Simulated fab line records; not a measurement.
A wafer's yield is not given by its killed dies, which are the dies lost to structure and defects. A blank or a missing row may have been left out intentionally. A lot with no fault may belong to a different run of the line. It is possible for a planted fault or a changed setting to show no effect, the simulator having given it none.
Chamber matching || flow n5_finfet || N5_BEOL_M8_ETCH_62 on rie_diel-06: 4 sister chambers
The step etches SOC in N2/H2, target depth 110 nm, overetch 22 nm, time 165 s. 4 wafers are shown with their chamber, then 9 later ones without.

## EACH WAFER AND ITS CHAMBER
{"wafer": "L079.4", "chamber": 2, "showerhead_plenum_p_Torr (Torr)": 2.57}
{"wafer": "L083.5", "chamber": 0, "showerhead_plenum_p_Torr (Torr)": 2.61}
{"wafer": "L087.2", "chamber": 3, "showerhead_plenum_p_Torr (Torr)": 2.47}
{"wafer": "L087.6", "chamber": 1, "showerhead_plenum_p_Torr (Torr)": 2.70}

## WAFERS MISSING THEIR CHAMBER
{"wafer": "L089.1", "showerhead_plenum_p_Torr (Torr)": 2.69}
{"wafer": "L089.3", "showerhead_plenum_p_Torr (Torr)": 2.56}
{"wafer": "L089.6", "showerhead_plenum_p_Torr (Torr)": 2.46}
{"wafer": "L095.1", "showerhead_plenum_p_Torr (Torr)": 2.55}
{"wafer": "L095.2", "showerhead_plenum_p_Torr (Torr)": 2.60}
{"wafer": "L095.3", "showerhead_plenum_p_Torr (Torr)": 2.46}
{"wafer": "L096.3", "showerhead_plenum_p_Torr (Torr)": 2.55}
{"wafer": "L096.5", "showerhead_plenum_p_Torr (Torr)": 2.55}
{"wafer": "L096.6", "showerhead_plenum_p_Torr (Torr)": 2.69}

## THE CHAMBER EACH PASSED THROUGH
{"wafer": "L089.1", "from the rows above": 1, "in truth": 1}
{"wafer": "L089.3", "from the rows above": 2, "in truth": 2}
{"wafer": "L089.6", "from the rows above": 3, "in truth": 3}
{"wafer": "L095.1", "from the rows above": 2, "in truth": 2}
{"wafer": "L095.2", "from the rows above": "can't be placed: 0 or 2", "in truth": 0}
{"wafer": "L095.3", "from the rows above": 3, "in truth": 3}
{"wafer": "L096.3", "from the rows above": 2, "in truth": 2}
{"wafer": "L096.5", "from the rows above": 2, "in truth": 2}
{"wafer": "L096.6", "from the rows above": 1, "in truth": 1}
Correct placement for 8 of the 9. Unplaceable from these rows: 1, with the true chamber sitting among the candidates in 1. 0 placed wrongly.
How it was worked out, from the rows above alone: a wafer's distance from a chamber is the root of the sum, over the readings, of the square of ((its reading less the chamber's mean) divided by the reading's scatter). If the next closest chamber is less than 2 further off than the closest, the wafer can't be placed; otherwise it belongs to the closest. A chamber's mean is the mean of its shown wafers. The scatter: root of mean squared gap, hidden wafer to nearest shown wafer, with one shown wafer a chamber.
